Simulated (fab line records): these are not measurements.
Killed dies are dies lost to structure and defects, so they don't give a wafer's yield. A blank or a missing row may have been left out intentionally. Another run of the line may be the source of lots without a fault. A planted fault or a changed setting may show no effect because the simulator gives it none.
Chamber matching | flow nand-harc | 4 sister chambers for NHARC_P_BONDPAD_CMP_19 on cmp-04
The step polishes, t overpolish 30 s, cu recess touch 16 s, target thk 160.81 nm. 4 wafers are shown with their chamber, then 8 later ones without.

WAFERS WITH THEIR CHAMBER
wafer  | chamber | motor-current-A (A)
L104.5 | 0       | 11.7
L122.2 | 1       | 13.3
L122.6 | 2       | 13.8
L121.3 | 3       | 10.5

WAFERS WITHOUT THEIR CHAMBER
wafer  | motor-current-A (A)
L121.4 | 14.1
L121.5 | 13.6
L124.1 | 11.2
L124.3 | 14.0
L124.6 | 13.9
L125.3 | 12.7
L125.4 | 13.1
L125.6 | 13.6

THE CHAMBER EACH PASSED THROUGH
wafer  | from the rows above          | in truth
L121.4 | can't be placed: 2 or 1      | 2
L121.5 | can't be placed: 2 or 1      | 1
L124.1 | can't be placed: 0 or 3      | 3
L124.3 | can't be placed: 2 or 1      | 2
L124.6 | can't be placed: 2 or 1      | 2
L125.3 | can't be placed: 1 or 0 or 2 | 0
L125.4 | can't be placed: 1 or 2      | 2
L125.6 | can't be placed: 2 or 1      | 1
Correct placement for 0 of the 8. From these rows, 8 cannot be placed; in 8 the true chamber is one of the candidates. Number placed wrongly: 0.
How it was worked out, from the rows above alone: a wafer's distance from a chamber is the root of the sum, over the readings, of the square of ((its reading less the chamber's mean) divided by the reading's scatter). The wafer belongs to the nearest chamber; if the next one is less than 2 further off, it can't be placed. For every chamber, the mean is computed from those of its wafers that are shown. The scatter (one wafer shown for each chamber): square how far every hidden wafer sits from the nearest shown wafer, average those squares and take the square root.
